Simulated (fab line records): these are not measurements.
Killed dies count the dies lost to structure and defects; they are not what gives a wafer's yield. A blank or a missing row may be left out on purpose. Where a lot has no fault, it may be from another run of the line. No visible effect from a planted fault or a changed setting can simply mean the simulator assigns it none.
fab line records :: flow nand-harc
[record]
  lots = 6
  wafers = 18
  last-day = 33
route steps=1302 shown A_ONON_D2@550 END@1302
lots that met no fault: from a run of the same line without faults
start-h: hours from the record's opening day to when the first of the lot's shown wafers began :: wait-h: hours elapsed since this lot's preceding step :: " as in the row above :: L1.1+2: several wafers, shown together as one row :: - no value present, or no start provided :: * or withheld: withheld :: < > ~ a bound
route shown NAME@n: NAME is a module with steps in the file, n the number in the route of the first one :: usual: mean/standard deviation taken from wafers without a fault :: same: alike in all rows :: chamber/n: place in a boat :: sites: the reading at each site :: _std_site: the standard deviation of these :: _edge_site: the outer-site mean with the inner-site mean subtracted :: radius-mm: for every site, how far away it sits from the centre of the wafer :: mask NAME#n: copy n :: behind: tool/chamber where the wafer was last shaped :: hold: what put the lot on hold/how long, in hours/how the hold closed :: device: names the non-switching transistor (n, p or np) :: end of line: tests of these same wafers at the route's end :: a step with no rows: only its recipe :: killed: count of dies lost to structure and defects at first sort (not the wafer's yield) :: map: per-die view of a wafer (x killed, . not killed, _ where there is no die)
set.NAME: the setting that was run; set.NAME@STEP: the one run at that earlier step :: model.NAME: the simulator's own value behind a step, which no gauge read
lots seen at some steps along the route; tables by step, rows by wafer
services: the hour from which a tool's chamber was out of use, counted from the record's first day as start-h (under 0 if before that day), plus the number of hours and why
[[steps]]
[step NHARC_A_ONON_D2_THK_MEAS_08]
[recipe]
  thk-meas-gauge = ellipsometry
[usual]
  thk-nm = 998/6.8
lot.wafer: L527.1
tool: film-metro-01
chamber: -
start-h: 289.88
wait-h: -
thk-nm: 1001

lot.wafer: L527.3
tool: film-metro-01
chamber: -
start-h: 289.88
wait-h: -
thk-nm: 1001

lot.wafer: L527.4
tool: film-metro-01
chamber: -
start-h: 289.88
wait-h: -
thk-nm: 999

lot.wafer: L528.1
tool: film-metro-01
chamber: -
start-h: 295.46
wait-h: -
thk-nm: 999

lot.wafer: L528.3
tool: film-metro-01
chamber: -
start-h: 295.46
wait-h: -
thk-nm: 998

lot.wafer: L528.4
tool: film-metro-01
chamber: -
start-h: 295.46
wait-h: -
thk-nm: 998

lot.wafer: L536.2
tool: film-metro-01
chamber: -
start-h: 374.89
wait-h: -
thk-nm: 995

lot.wafer: L536.4
tool: film-metro-01
chamber: -
start-h: 374.89
wait-h: -
thk-nm: 997

lot.wafer: L536.5
tool: film-metro-01
chamber: -
start-h: 374.89
wait-h: -
thk-nm: 997

lot.wafer: L538.2
tool: film-metro-02
chamber: -
start-h: 389.94
wait-h: -
thk-nm: 985

lot.wafer: L538.5
tool: film-metro-02
chamber: -
start-h: 389.94
wait-h: -
thk-nm: 986

lot.wafer: L538.6
tool: film-metro-02
chamber: -
start-h: 389.94
wait-h: -
thk-nm: 985

lot.wafer: L543.4
tool: film-metro-02
chamber: -
start-h: 457.00
wait-h: -
thk-nm: 1004

lot.wafer: L543.5
tool: film-metro-02
chamber: -
start-h: 457.00
wait-h: -
thk-nm: 1007

lot.wafer: L543.6
tool: film-metro-02
chamber: -
start-h: 457.00
wait-h: -
thk-nm: 1005

lot.wafer: L547.1
tool: film-metro-02
chamber: -
start-h: 494.00
wait-h: -
thk-nm: 986

lot.wafer: L547.2
tool: film-metro-02
chamber: -
start-h: 494.00
wait-h: -
thk-nm: 987

lot.wafer: L547.4
tool: film-metro-02
chamber: -
start-h: 494.00
wait-h: -
thk-nm: 988
[step NHARC_A_ONON_D2_DEP_09]
[recipe]
  target-thk-a = 10000
  n2-flow-sccm = 2750
  n2o-flow-sccm = 2000
  nh3-flow-sccm = 500
  sih4-flow-sccm = 210
  temp-c = 400
[step NHARC_A_ONON_D2_THK_MEAS_11]
[recipe]
  thk-meas-gauge = ellipsometry
[usual]
  thk-nm = 999/10
lot.wafer: L527.1
tool: film-metro-02
chamber: -
start-h: 290.45
wait-h: -
thk-nm: 1025

lot.wafer: L527.3
tool: film-metro-02
chamber: -
start-h: 290.45
wait-h: -
thk-nm: 1024

lot.wafer: L527.4
tool: film-metro-02
chamber: -
start-h: 290.45
wait-h: -
thk-nm: 1024

lot.wafer: L528.1
tool: film-metro-02
chamber: -
start-h: 296.03
wait-h: -
thk-nm: 999

lot.wafer: L528.3
tool: film-metro-02
chamber: -
start-h: 296.03
wait-h: -
thk-nm: 999

lot.wafer: L528.4
tool: film-metro-02
chamber: -
start-h: 296.03
wait-h: -
thk-nm: 999

lot.wafer: L536.2
tool: film-metro-01
chamber: -
start-h: 375.46
wait-h: -
thk-nm: 998

lot.wafer: L536.4
tool: film-metro-01
chamber: -
start-h: 375.46
wait-h: -
thk-nm: 995

lot.wafer: L536.5
tool: film-metro-01
chamber: -
start-h: 375.46
wait-h: -
thk-nm: 996

lot.wafer: L538.2
tool: film-metro-01
chamber: -
start-h: 390.50
wait-h: -
thk-nm: 997

lot.wafer: L538.5
tool: film-metro-01
chamber: -
start-h: 390.50
wait-h: -
thk-nm: 997

lot.wafer: L538.6
tool: film-metro-01
chamber: -
start-h: 390.50
wait-h: -
thk-nm: 995

lot.wafer: L543.4
tool: film-metro-01
chamber: -
start-h: 457.57
wait-h: -
thk-nm: 991

lot.wafer: L543.5
tool: film-metro-01
chamber: -
start-h: 457.57
wait-h: -
thk-nm: 990

lot.wafer: L543.6
tool: film-metro-01
chamber: -
start-h: 457.57
wait-h: -
thk-nm: 989

lot.wafer: L547.1
tool: film-metro-01
chamber: -
start-h: 494.57
wait-h: -
thk-nm: 996

lot.wafer: L547.2
tool: film-metro-01
chamber: -
start-h: 494.57
wait-h: -
thk-nm: 995

lot.wafer: L547.4
tool: film-metro-01
chamber: -
start-h: 494.57
wait-h: -
thk-nm: 997
[step NHARC_A_ONON_D2_DEP_12]
[recipe]
  target-thk-a = 10000
  n2-flow-sccm = 2750
  n2o-flow-sccm = 2000
  nh3-flow-sccm = 500
  sih4-flow-sccm = 210
  temp-c = 400
[step NHARC_A_ONON_D2_THK_MEAS_14]
[recipe]
  thk-meas-gauge = ellipsometry
[usual]
  thk-nm = 998/9
lot.wafer: L527.1
tool: film-metro-02
chamber: -
start-h: 291.02
wait-h: -
thk-nm: 1002

lot.wafer: L527.3
tool: film-metro-02
chamber: -
start-h: 291.02
wait-h: -
thk-nm: 1001

lot.wafer: L527.4
tool: film-metro-02
chamber: -
start-h: 291.02
wait-h: -
thk-nm: 1002

lot.wafer: L528.1
tool: film-metro-01
chamber: -
start-h: 296.59
wait-h: -
thk-nm: 1002

lot.wafer: L528.3
tool: film-metro-01
chamber: -
start-h: 296.59
wait-h: -
thk-nm: 1002

lot.wafer: L528.4
tool: film-metro-01
chamber: -
start-h: 296.59
wait-h: -
thk-nm: 1002

lot.wafer: L536.2
tool: film-metro-01
chamber: -
start-h: 376.02
wait-h: -
thk-nm: 998

lot.wafer: L536.4
tool: film-metro-01
chamber: -
start-h: 376.02
wait-h: -
thk-nm: 1000

lot.wafer: L536.5
tool: film-metro-01
chamber: -
start-h: 376.02
wait-h: -
thk-nm: 1001

lot.wafer: L538.2
tool: film-metro-02
chamber: -
start-h: 391.08
wait-h: -
thk-nm: 996

lot.wafer: L538.5
tool: film-metro-02
chamber: -
start-h: 391.08
wait-h: -
thk-nm: 998

lot.wafer: L538.6
tool: film-metro-02
chamber: -
start-h: 391.08
wait-h: -
thk-nm: 996

lot.wafer: L543.4
tool: film-metro-02
chamber: -
start-h: 458.13
wait-h: -
thk-nm: 991

lot.wafer: L543.5
tool: film-metro-02
chamber: -
start-h: 458.13
wait-h: -
thk-nm: 994

lot.wafer: L543.6
tool: film-metro-02
chamber: -
start-h: 458.13
wait-h: -
thk-nm: 994

lot.wafer: L547.1
tool: film-metro-01
chamber: -
start-h: 495.15
wait-h: -
thk-nm: 998

lot.wafer: L547.2
tool: film-metro-01
chamber: -
start-h: 495.15
wait-h: -
thk-nm: 998

lot.wafer: L547.4
tool: film-metro-01
chamber: -
start-h: 495.15
wait-h: -
thk-nm: 999
[step NHARC_A_ONON_D2_ANNEAL_15]
[recipe]
  temp-c = 750
  time-s = 3600
[step NHARC_A_ONON_D2_DEP_16]
[recipe]
  target-thk-a = 10000
  n2-flow-sccm = 2750
  n2o-flow-sccm = 2000
  nh3-flow-sccm = 500
  sih4-flow-sccm = 210
  temp-c = 400
[step NHARC_A_ONON_D2_THK_MEAS_18]
[recipe]
  thk-meas-gauge = ellipsometry
[usual]
  thk-nm = 997/9.6
lot.wafer: L527.1
tool: film-metro-02
chamber: -
start-h: 298.48
wait-h: -
thk-nm: 974

lot.wafer: L527.3
tool: film-metro-02
chamber: -
start-h: 298.48
wait-h: -
thk-nm: 975

lot.wafer: L527.4
tool: film-metro-02
chamber: -
start-h: 298.48
wait-h: -
thk-nm: 973

lot.wafer: L528.1
tool: film-metro-02
chamber: -
start-h: 304.01
wait-h: -
thk-nm: 1015

lot.wafer: L528.3
tool: film-metro-02
chamber: -
start-h: 304.01
wait-h: -
thk-nm: 1014

lot.wafer: L528.4
tool: film-metro-02
chamber: -
start-h: 304.01
wait-h: -
thk-nm: 1014

lot.wafer: L536.2
tool: film-metro-01
chamber: -
start-h: 383.58
wait-h: -
thk-nm: 991

lot.wafer: L536.4
tool: film-metro-01
chamber: -
start-h: 383.58
wait-h: -
thk-nm: 990

lot.wafer: L536.5
tool: film-metro-01
chamber: -
start-h: 383.58
wait-h: -
thk-nm: 990

lot.wafer: L538.2
tool: film-metro-02
chamber: -
start-h: 400.22
wait-h: -
thk-nm: 999

lot.wafer: L538.5
tool: film-metro-02
chamber: -
start-h: 400.22
wait-h: -
thk-nm: 1000

lot.wafer: L538.6
tool: film-metro-02
chamber: -
start-h: 400.22
wait-h: -
thk-nm: 1001

lot.wafer: L543.4
tool: film-metro-01
chamber: -
start-h: 465.57
wait-h: -
thk-nm: 1011

lot.wafer: L543.5
tool: film-metro-01
chamber: -
start-h: 465.57
wait-h: -
thk-nm: 1009

lot.wafer: L543.6
tool: film-metro-01
chamber: -
start-h: 465.57
wait-h: -
thk-nm: 1010

lot.wafer: L547.1
tool: film-metro-01
chamber: -
start-h: 506.15
wait-h: -
thk-nm: 996

lot.wafer: L547.2
tool: film-metro-01
chamber: -
start-h: 506.15
wait-h: -
thk-nm: 998

lot.wafer: L547.4
tool: film-metro-01
chamber: -
start-h: 506.15
wait-h: -
thk-nm: 997
[step NHARC_A_ONON_D2_DEP_19]
[recipe]
  target-thk-a = 10000
  n2-flow-sccm = 2750
  n2o-flow-sccm = 2000
  nh3-flow-sccm = 500
  sih4-flow-sccm = 210
  temp-c = 400
[step NHARC_A_ONON_D2_THK_MEAS_21]
[recipe]
  thk-meas-gauge = ellipsometry
[usual]
  thk-nm = 1002/9
lot.wafer: L527.1
tool: film-metro-01
chamber: -
start-h: 299.04
wait-h: -
thk-nm: 1014

lot.wafer: L527.3
tool: film-metro-01
chamber: -
start-h: 299.04
wait-h: -
thk-nm: 1015

lot.wafer: L527.4
tool: film-metro-01
chamber: -
start-h: 299.04
wait-h: -
thk-nm: 1015

lot.wafer: L528.1
tool: film-metro-01
chamber: -
start-h: 304.58
wait-h: -
thk-nm: 984

lot.wafer: L528.3
tool: film-metro-01
chamber: -
start-h: 304.58
wait-h: -
thk-nm: 983

lot.wafer: L528.4
tool: film-metro-01
chamber: -
start-h: 304.58
wait-h: -
thk-nm: 985

lot.wafer: L536.2
tool: film-metro-01
chamber: -
start-h: 384.15
wait-h: -
thk-nm: 1006

lot.wafer: L536.4
tool: film-metro-01
chamber: -
start-h: 384.15
wait-h: -
thk-nm: 1005

lot.wafer: L536.5
tool: film-metro-01
chamber: -
start-h: 384.15
wait-h: -
thk-nm: 1007

lot.wafer: L538.2
tool: film-metro-01
chamber: -
start-h: 400.79
wait-h: -
thk-nm: 990

lot.wafer: L538.5
tool: film-metro-01
chamber: -
start-h: 400.79
wait-h: -
thk-nm: 989

lot.wafer: L538.6
tool: film-metro-01
chamber: -
start-h: 400.79
wait-h: -
thk-nm: 990

lot.wafer: L543.4
tool: film-metro-02
chamber: -
start-h: 466.14
wait-h: -
thk-nm: 1005

lot.wafer: L543.5
tool: film-metro-02
chamber: -
start-h: 466.14
wait-h: -
thk-nm: 1005

lot.wafer: L543.6
tool: film-metro-02
chamber: -
start-h: 466.14
wait-h: -
thk-nm: 1005

lot.wafer: L547.1
tool: film-metro-01
chamber: -
start-h: 506.71
wait-h: -
thk-nm: 998

lot.wafer: L547.2
tool: film-metro-01
chamber: -
start-h: 506.71
wait-h: -
thk-nm: 998

lot.wafer: L547.4
tool: film-metro-01
chamber: -
start-h: 506.71
wait-h: -
thk-nm: 996
[step NHARC_A_ONON_D2_DEP_22]
[recipe]
  target-thk-a = 10000
  n2-flow-sccm = 2750
  n2o-flow-sccm = 2000
  nh3-flow-sccm = 500
  sih4-flow-sccm = 210
  temp-c = 400
[step NHARC_A_ONON_D2_THK_MEAS_24]
[recipe]
  thk-meas-gauge = ellipsometry
[usual]
  thk-nm = 1001/9.1
lot.wafer: L527.1
tool: film-metro-02
chamber: -
start-h: 299.60
wait-h: -
thk-nm: 997

lot.wafer: L527.3
tool: film-metro-02
chamber: -
start-h: 299.60
wait-h: -
thk-nm: 996

lot.wafer: L527.4
tool: film-metro-02
chamber: -
start-h: 299.60
wait-h: -
thk-nm: 998

lot.wafer: L528.1
tool: film-metro-02
chamber: -
start-h: 305.14
wait-h: -
thk-nm: 1006

lot.wafer: L528.3
tool: film-metro-02
chamber: -
start-h: 305.14
wait-h: -
thk-nm: 1005

lot.wafer: L528.4
tool: film-metro-02
chamber: -
start-h: 305.14
wait-h: -
thk-nm: 1004

lot.wafer: L536.2
tool: film-metro-01
chamber: -
start-h: 384.71
wait-h: -
thk-nm: 1024

lot.wafer: L536.4
tool: film-metro-01
chamber: -
start-h: 384.71
wait-h: -
thk-nm: 1023

lot.wafer: L536.5
tool: film-metro-01
chamber: -
start-h: 384.71
wait-h: -
thk-nm: 1024

lot.wafer: L538.2
tool: film-metro-02
chamber: -
start-h: 401.36
wait-h: -
thk-nm: 985

lot.wafer: L538.5
tool: film-metro-02
chamber: -
start-h: 401.36
wait-h: -
thk-nm: 985

lot.wafer: L538.6
tool: film-metro-02
chamber: -
start-h: 401.36
wait-h: -
thk-nm: 984

lot.wafer: L543.4
tool: film-metro-01
chamber: -
start-h: 466.70
wait-h: -
thk-nm: 1003

lot.wafer: L543.5
tool: film-metro-01
chamber: -
start-h: 466.70
wait-h: -
thk-nm: 1003

lot.wafer: L543.6
tool: film-metro-01
chamber: -
start-h: 466.70
wait-h: -
thk-nm: 1002

lot.wafer: L547.1
tool: film-metro-02
chamber: -
start-h: 507.28
wait-h: -
thk-nm: 997

lot.wafer: L547.2
tool: film-metro-02
chamber: -
start-h: 507.28
wait-h: -
thk-nm: 996

lot.wafer: L547.4
tool: film-metro-02
chamber: -
start-h: 507.28
wait-h: -
thk-nm: 996
[step NHARC_A_ONON_D2_DEP_25]
[recipe]
  target-thk-a = 10000
  n2-flow-sccm = 2750
  n2o-flow-sccm = 2000
  nh3-flow-sccm = 500
  sih4-flow-sccm = 210
  temp-c = 400
lot.wafer: L527.1+3+4
tool: pecvd-onon-02
chamber: 0
start-h: 299.65
wait-h: 0.1

lot.wafer: L528.1+3+4
tool: pecvd-onon-04
chamber: 0
start-h: 305.20
wait-h: 0.1

lot.wafer: L536.2+4+5
tool: pecvd-onon-04
chamber: 0
start-h: 384.83
wait-h: 0.1

lot.wafer: L538.2+5+6
tool: pecvd-onon-04
chamber: 0
start-h: 401.48
wait-h: 0.1

lot.wafer: L543.4+5+6
tool: pecvd-onon-02
chamber: 0
start-h: 466.94
wait-h: 0.2

lot.wafer: L547.1+2+4
tool: pecvd-onon-02
chamber: 0
start-h: 507.34
wait-h: 0.1
[step NHARC_A_ONON_D2_THK_MEAS_27]
[recipe]
  thk-meas-gauge = ellipsometry
[usual]
  thk-nm = 996/11
lot.wafer: L527.1
tool: film-metro-01
chamber: -
start-h: 300.16
wait-h: -
thk-nm: 999

lot.wafer: L527.3
tool: film-metro-01
chamber: -
start-h: 300.16
wait-h: -
thk-nm: 999

lot.wafer: L527.4
tool: film-metro-01
chamber: -
start-h: 300.16
wait-h: -
thk-nm: 1000

lot.wafer: L528.1
tool: film-metro-01
chamber: -
start-h: 305.71
wait-h: -
thk-nm: 1005

lot.wafer: L528.3
tool: film-metro-01
chamber: -
start-h: 305.71
wait-h: -
thk-nm: 1004

lot.wafer: L528.4
tool: film-metro-01
chamber: -
start-h: 305.71
wait-h: -
thk-nm: 1007

lot.wafer: L536.2
tool: film-metro-01
chamber: -
start-h: 385.29
wait-h: -
thk-nm: 325

lot.wafer: L536.4
tool: film-metro-01
chamber: -
start-h: 385.29
wait-h: -
thk-nm: 325

lot.wafer: L536.5
tool: film-metro-01
chamber: -
start-h: 385.29
wait-h: -
thk-nm: 325

lot.wafer: L538.2
tool: film-metro-01
chamber: -
start-h: 401.93
wait-h: -
thk-nm: 329

lot.wafer: L538.5
tool: film-metro-01
chamber: -
start-h: 401.93
wait-h: -
thk-nm: 326

lot.wafer: L538.6
tool: film-metro-01
chamber: -
start-h: 401.93
wait-h: -
thk-nm: 329

lot.wafer: L543.4
tool: film-metro-02
chamber: -
start-h: 467.27
wait-h: -
thk-nm: 1000

lot.wafer: L543.5
tool: film-metro-02
chamber: -
start-h: 467.27
wait-h: -
thk-nm: 1000

lot.wafer: L543.6
tool: film-metro-02
chamber: -
start-h: 467.27
wait-h: -
thk-nm: 999

lot.wafer: L547.1
tool: film-metro-02
chamber: -
start-h: 507.85
wait-h: -
thk-nm: 972

lot.wafer: L547.2
tool: film-metro-02
chamber: -
start-h: 507.85
wait-h: -
thk-nm: 974

lot.wafer: L547.4
tool: film-metro-02
chamber: -
start-h: 507.85
wait-h: -
thk-nm: 970
[step NHARC_A_ONON_D2_DEP_28]
[recipe]
  target-thk-a = 10000
  n2-flow-sccm = 2750
  n2o-flow-sccm = 2000
  nh3-flow-sccm = 500
  sih4-flow-sccm = 210
  temp-c = 400
[step NHARC_END_SORT_01]
[recipe]
  temp-c = 25
[usual]
  killed-at-array = 61/24
  killed-at-other = 1.2/1.3
  killed-at-periphery = 3.7/2.6
  killed-dies = 66/23
  killed-open = 3.3/1.8
  killed-short = 2.4/1.6
[same]
  gross-dies = 677
lot.wafer: L536.2
tool: prober-02
chamber: 0
start-h: 670.37
wait-h: 2.8
killed-at-array: 676
killed-at-other: 0
killed-at-periphery: 1
killed-dies: 677
killed-open: 2
killed-short: 1

lot.wafer: L536.4
tool: prober-02
chamber: 0
start-h: 671.95
wait-h: 3.4
killed-at-array: 674
killed-at-other: 1
killed-at-periphery: 2
killed-dies: 677
killed-open: 3
killed-short: 4

lot.wafer: L536.5
tool: prober-02
chamber: 0
start-h: 672.73
wait-h: 3.6
killed-at-array: 673
killed-at-other: 0
killed-at-periphery: 4
killed-dies: 677
killed-open: 2
killed-short: 1

lot.wafer: L538.2
tool: prober-02
chamber: 0
start-h: 680.15
wait-h: 2.8
killed-at-array: 669
killed-at-other: 1
killed-at-periphery: 7
killed-dies: 677
killed-open: 2
killed-short: 5

lot.wafer: L538.5
tool: prober-02
chamber: 0
start-h: 682.58
wait-h: 3.7
killed-at-array: 675
killed-at-other: 1
killed-at-periphery: 1
killed-dies: 677
killed-open: 4
killed-short: 2

lot.wafer: L538.6
tool: prober-02
chamber: 0
start-h: 683.39
wait-h: 4.1
killed-at-array: 672
killed-at-other: 2
killed-at-periphery: 3
killed-dies: 677
killed-open: 3
killed-short: 2
// killed by level:class
L536.2 A_ONON_D2:area-dep=588 A_SLIT:chamber-film-flake=40 A_CHANNEL_HOLE_D1:chamber-film-flake=24 A_CONTACT:chamber-film-flake=9 A_SGD_CUT:chamber-film-flake=7 A_CHANNEL_HOLE_D2:chamber-film-flake=3 A_STAIRCASE:chamber-film-flake=2 A_WL_FILL:geometric-particle:short=1
L536.4 A_ONON_D2:area-dep=578 A_SLIT:chamber-film-flake=36 A_CHANNEL_HOLE_D1:chamber-film-flake=35 A_CONTACT:chamber-film-flake=7 A_SGD_CUT:chamber-film-flake=5 A_WL_FILL:chamber-film-flake=4 A_STAIRCASE:chamber-film-flake=3 A_WL_FILL:geometric-particle:short=2
L536.5 A_ONON_D2:area-dep=585 A_CHANNEL_HOLE_D1:chamber-film-flake=33 A_SLIT:chamber-film-flake=32 A_CONTACT:chamber-film-flake=11 A_CHANNEL_HOLE_D2:chamber-film-flake=3 A_WL_FILL:chamber-film-flake=3 P_ZERO_WELL:chamber-film-flake=2 A_SGD_CUT:chamber-film-flake=2
L538.2 A_ONON_D2:area-dep=608 A_CHANNEL_HOLE_D1:chamber-film-flake=28 A_CHANNEL_HOLE_D2:chamber-film-flake=15 A_STAIRCASE:chamber-film-flake=7 P_ZERO_WELL:chamber-film-flake=3 P_GATE:chamber-film-flake=3 A_CONTACT:chamber-film-flake=3 A_WL_FILL:geometric-particle:short=2
L538.5 A_ONON_D2:area-dep=603 A_CHANNEL_HOLE_D1:chamber-film-flake=31 A_CHANNEL_HOLE_D2:chamber-film-flake=20 A_STAIRCASE:chamber-film-flake=7 A_SLIT:chamber-film-flake=5 A_CHANNEL_FILL_D2:geometric-particle:open=2 A_CONTACT:chamber-film-flake=2 A_CHANNEL_HOLE_D1:geometric-particle:short=1
L538.6 A_ONON_D2:area-dep=608 A_CHANNEL_HOLE_D1:chamber-film-flake=36 A_CHANNEL_HOLE_D2:chamber-film-flake=13 A_STAIRCASE:chamber-film-flake=5 A_CONTACT:chamber-film-flake=3 P_ZERO_WELL:chamber-film-flake=2 A_SLIT:chamber-film-flake=2 THIN_TSV:chamber-film-flake=2
// map L536.2 (x killed, . not)
____________x____________
_________xxxxxxx_________
_______xxxxxxxxxxx_______
______xxxxxxxxxxxxx______
_____xxxxxxxxxxxxxxx_____
____xxxxxxxxxxxxxxxxx____
____xxxxxxxxxxxxxxxxx____
___xxxxxxxxxxxxxxxxxxx___
___xxxxxxxxxxxxxxxxxxx___
__xxxxxxxxxxxxxxxxxxxxx__
__xxxxxxxxxxxxxxxxxxxxx__
_xxxxxxxxxxxxxxxxxxxxxxx_
_xxxxxxxxxxxxxxxxxxxxxxx_
_xxxxxxxxxxxxxxxxxxxxxxx_
_xxxxxxxxxxxxxxxxxxxxxxx_
_xxxxxxxxxxxxxxxxxxxxxxx_
xxxxxxxxxxxxxxxxxxxxxxxxx
xxxxxxxxxxxxxxxxxxxxxxxxx
xxxxxxxxxxxxxxxxxxxxxxxxx
xxxxxxxxxxxxxxxxxxxxxxxxx
xxxxxxxxxxxxxxxxxxxxxxxxx
_xxxxxxxxxxxxxxxxxxxxxxx_
_xxxxxxxxxxxxxxxxxxxxxxx_
_xxxxxxxxxxxxxxxxxxxxxxx_
_xxxxxxxxxxxxxxxxxxxxxxx_
_xxxxxxxxxxxxxxxxxxxxxxx_
__xxxxxxxxxxxxxxxxxxxxx__
__xxxxxxxxxxxxxxxxxxxxx__
___xxxxxxxxxxxxxxxxxxx___
___xxxxxxxxxxxxxxxxxxx___
____xxxxxxxxxxxxxxxxx____
____xxxxxxxxxxxxxxxxx____
_____xxxxxxxxxxxxxxx_____
______xxxxxxxxxxxxx______
_______xxxxxxxxxxx_______
_________xxxxxxx_________
____________x____________
// map L538.2 (x killed, . not)
____________x____________
_________xxxxxxx_________
_______xxxxxxxxxxx_______
______xxxxxxxxxxxxx______
_____xxxxxxxxxxxxxxx_____
____xxxxxxxxxxxxxxxxx____
____xxxxxxxxxxxxxxxxx____
___xxxxxxxxxxxxxxxxxxx___
___xxxxxxxxxxxxxxxxxxx___
__xxxxxxxxxxxxxxxxxxxxx__
__xxxxxxxxxxxxxxxxxxxxx__
_xxxxxxxxxxxxxxxxxxxxxxx_
_xxxxxxxxxxxxxxxxxxxxxxx_
_xxxxxxxxxxxxxxxxxxxxxxx_
_xxxxxxxxxxxxxxxxxxxxxxx_
_xxxxxxxxxxxxxxxxxxxxxxx_
xxxxxxxxxxxxxxxxxxxxxxxxx
xxxxxxxxxxxxxxxxxxxxxxxxx
xxxxxxxxxxxxxxxxxxxxxxxxx
xxxxxxxxxxxxxxxxxxxxxxxxx
xxxxxxxxxxxxxxxxxxxxxxxxx
_xxxxxxxxxxxxxxxxxxxxxxx_
_xxxxxxxxxxxxxxxxxxxxxxx_
_xxxxxxxxxxxxxxxxxxxxxxx_
_xxxxxxxxxxxxxxxxxxxxxxx_
_xxxxxxxxxxxxxxxxxxxxxxx_
__xxxxxxxxxxxxxxxxxxxxx__
__xxxxxxxxxxxxxxxxxxxxx__
___xxxxxxxxxxxxxxxxxxx___
___xxxxxxxxxxxxxxxxxxx___
____xxxxxxxxxxxxxxxxx____
____xxxxxxxxxxxxxxxxx____
_____xxxxxxxxxxxxxxx_____
______xxxxxxxxxxxxx______
_______xxxxxxxxxxx_______
_________xxxxxxx_________
____________x____________
[[services]]
tool: pecvd-onon-04
chamber: -
start-h: 311.00
hours: 13.0
kind: pm

tool: pecvd-onon-02
chamber: -
start-h: 366.14
hours: 13.0
kind: pm

tool: pecvd-onon-04
chamber: -
start-h: 492.00
hours: 13.0
kind: pm
[[key]]
[first-sign]
  step = NHARC_A_ONON_D2_THK_MEAS_27
  reading = thk-nm
  direction = down
  sigmas = 60
  usual = 996
  struck = 327
[effect]
  step = NHARC_END_SORT_01
  reading = killed-dies
  direction = up
  sigmas = 27
  usual = 66
  struck = 677
[more-kills-born-at]
  NHARC_A_ONON_D2_DEP_25@pecvd-onon-04 = 3570
met-at NHARC_A_ONON_D2_DEP_25
struck-wafers L536.2,L536.4,L536.5,L538.2,L538.5,L538.6
later-rows-left-out L536.2,L536.4,L536.5,L538.2,L538.5,L538.6
tester-left-out L536,L538
onset-between 305.20 384.83
[fault]
  kind = process-parameter-drift
  tool = pecvd-onon-04
  chamber = 0
  onset-h = 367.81
  steps = NHARC_A_ONON_D2_DEP_25
  channel = target-thk-a
  offset = *
  shape = step
  end-h = 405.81
  acts-in = *
  stated = *
// tester-left-out: of these lots the tester's yield and bins aren't shown, on N5 and GAA mostly nor the transistor test; their killed dies are dies lost to structure and defects alone, not to doping, threshold or leakage, so they don't give the yield
// later-rows-left-out: the simulator's readings of these wafers behind a module that went badly wrong aren't trusted and aren't shown, but for the sort
